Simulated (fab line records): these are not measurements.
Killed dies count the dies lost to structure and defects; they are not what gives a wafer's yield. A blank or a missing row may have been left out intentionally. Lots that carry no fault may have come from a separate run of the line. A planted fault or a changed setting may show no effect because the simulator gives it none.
Matching of chambers | flow nandHarc | aldMetal-02 running NHARC_A_BLC_ALD_23: 4 sister chambers
The step deposits TiN, target thk 3 nm, pulse time 1 s, ald cycles 150. 8 wafers are shown with their chamber, then 10 later ones without.

WAFERS, EACH WITH ITS CHAMBER
wafer  | chamber | heaterPowerW (W) | heaterPowerOuterW (W)
L074.2 | 3       | 1115             | 701
L084.3 | 2       | 1022             | 604
L084.4 | 0       | 951              | 594
L080.2 | 2       | 1035             | 584
L080.4 | 0       | 974              | 584
L080.5 | 1       | 843              | 537
L083.1 | 1       | 828              | 527
L083.2 | 3       | 1053             | 668

WAFERS WITH NO CHAMBER GIVEN
wafer  | heaterPowerW (W) | heaterPowerOuterW (W)
L083.4 | 1013             | 595
L090.1 | 973              | 604
L090.3 | 1080             | 689
L090.5 | 977              | 606
L095.1 | 843              | 554
L095.3 | 1050             | 673
L095.5 | 834              | 550
L096.3 | 841              | 527
L096.5 | 824              | 549
L096.6 | 952              | 591

THE CHAMBER EACH PASSED THROUGH
wafer  | from the rows above     | in truth
L083.4 | can't be placed: 2 or 0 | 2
L090.1 | can't be placed: 0 or 2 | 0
L090.3 | 3                       | 3
L090.5 | can't be placed: 0 or 2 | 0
L095.1 | 1                       | 1
L095.3 | 3                       | 3
L095.5 | 1                       | 1
L096.3 | 1                       | 1
L096.5 | 1                       | 1
L096.6 | 0                       | 0
Placed correctly: 7 of 10. Unplaceable from these rows: 3, with the true chamber sitting among the candidates in 3. 0 placed wrongly.
How it was worked out, from the rows above alone: a wafer's distance from a chamber is the root of the sum, over the readings, of the square of ((its reading less the chamber's mean) divided by the reading's scatter). The wafer belongs to the nearest chamber; if the next one is less than 2 further off, it can't be placed. Each chamber's mean is taken over the wafers shown for it. The scatter: the root of (the sum of the squares of (reading less its chamber's mean) over the shown wafers, divided by (wafers less chambers)).
